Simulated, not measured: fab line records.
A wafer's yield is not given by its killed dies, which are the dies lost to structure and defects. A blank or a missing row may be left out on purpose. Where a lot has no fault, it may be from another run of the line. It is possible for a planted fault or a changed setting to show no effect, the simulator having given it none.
Code-filled problem report in 8D (eight disciplines) form    flow n5 finfet    the parts of the form that need people (team, actions taken, sign-off) are left out

== 1. WHAT WENT WRONG ==
Mean M4_ILD_THK at N5_BEOL_M4_THK_MEAS_01: 73.7 nm over 3 wafers in 3 lots; fault-free wafers: 79.7 nm, standard deviation 1.1. Relative to the usual mean, that is a shift of -5.5 standard deviations.
The first sign was on wafer L433.3 at day 8 16:59, on film metro-02. Wafers with a number at this step in the record: 13, from 5 lots. By rule, "out" or "out of limits" means more than 4 standard deviations away from the usual mean. All remaining wafers that have a number are taken as sound.

== 2. WHAT IT IS; WHAT IT IS NOT ==
question                     is                            is not
which readings at this step  M4_ILD_THK                    -
which lots                   L433, L437, L440              L429, L451
which wafers of those lots   L433.3, L437.4, L440.4        L433.1, L433.5, L437.1, L440.1
read on which gauges         film metro-01, film metro-02  -
when                         from day 8 16:59              up to then (5 sound wafers); but 5 sound wafers of L437, L440, L451 came after

== 3. SUSPECTS, AND WHAT RULES EACH OUT ==
Counting: if a tool at a process step up to the reading ran every lot that is out, it stays a suspect. Sound lots after the first of them don't rule it out here, since some wafers of a struck lot are sound.
- the gauge at N5_BEOL_M4_THK_MEAS_01: ruled out. The wafers that are out were read on 2 gauges (film metro-01, film metro-02).
- pecvd-04 at N5_BEOL_M4_ILD_DEP_00 (deposits SiOC from DEMS/O2, target thk 79 nm, time 15.3 s): kept. It ran every lot that is out, first L433 (day 8 16:56); its last sound lot up to then is L429 (day 7 10:57).
After counting, what remains is pecvd-04 at N5_BEOL_M4_ILD_DEP_00.

== 4. THE CAUSE (what the simulator had put in) ==
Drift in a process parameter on pecvd-04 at N5_BEOL_M4_ILD_DEP_00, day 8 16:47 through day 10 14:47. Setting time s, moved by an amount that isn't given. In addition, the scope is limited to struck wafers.
The count eliminated every tool but this one.

== 5. SEQUENCE OF EFFECTS, ordered by route ==
Rows list readings where the struck wafers' mean (over those with a number) sits beyond 3 standard deviations from the usual. Scope: only readings with a usual standard deviation given in the record; hours: median across lots of the time from each lot's start at the first step in this table that gives one to its start at this step; sigmas: change in usual standard deviations.
hours  step                    reading     usual    on struck wafers  change  sigmas
0      N5_BEOL_M4_THK_MEAS_01  M4_ILD_THK  79.7 nm  73.7              -6.0    -5.5
Later steps that measure or inspect, where all struck wafers having a row at the step show a number for every such reading and not one has moved that far: N5_BEOL_M4_RC_MEAS_101.

== 6. HOW IT WOULD HAVE BEEN CAUGHT EARLIER ==
Counted from the fault's start at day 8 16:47, it took 0 hours until the first out-of-limits reading at a measuring or inspecting step in this record, taken at day 8 16:59.
Of the tool readings at N5_BEOL_M4_ILD_DEP_00 for which the record gives a usual standard deviation, none was out on any struck wafer, so an alarm limit of 4 standard deviations on them would not have fired.
Lots out: 3; of these, L437, L440 started N5_BEOL_M4_ILD_DEP_00 on pecvd-04 after day 8 16:59. A hold on the tool at that time would have spared those 2.
